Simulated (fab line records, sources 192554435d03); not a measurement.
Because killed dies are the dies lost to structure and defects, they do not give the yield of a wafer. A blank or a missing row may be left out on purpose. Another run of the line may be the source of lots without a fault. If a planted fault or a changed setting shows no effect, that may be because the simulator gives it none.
Matching of chambers	flow n5 finfet	N5_BEOL_M10_DESCUM_16 on rie diel-04: 4 sister chambers
The step chemistry O2, time 7.9 s. 4 wafers are shown with their chamber, then 8 later ones without.

## WAFERS, EACH WITH ITS CHAMBER
wafer	chamber	showerhead plenum p Torr (Torr)
L077.6	2	2.06
L082.1	0	1.99
L082.3	1	2.13
L087.3	3	2.04

## WAFERS MISSING THEIR CHAMBER
wafer	showerhead plenum p Torr (Torr)
L087.5	2.06
L087.6	2.13
L091.2	1.99
L091.5	2.05
L091.6	2.12
L090.1	1.99
L090.3	2.12
L090.5	2.03

## WHICH CHAMBER EACH WENT THROUGH
wafer	from the rows above	in truth
L087.5	2	2
L087.6	1	1
L091.2	0	0
L091.5	can't be placed: 3 or 2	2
L091.6	1	1
L090.1	0	0
L090.3	1	1
L090.5	3	3
7 of 8 placed correctly. Can't be placed from these rows: 1 (the true chamber is among the candidates in 1). Number placed wrongly: 0.
How it was worked out, from the rows above alone: a wafer's distance from a chamber is the root of the sum, over the readings, of the square of ((its reading less the chamber's mean) divided by the reading's scatter). If the next closest chamber is less than 2 further off than the closest, the wafer can't be placed; otherwise it belongs to the closest. Each chamber's mean is taken over the wafers shown for it. The scatter: root of mean squared gap, hidden wafer to nearest shown wafer, with one shown wafer a chamber.
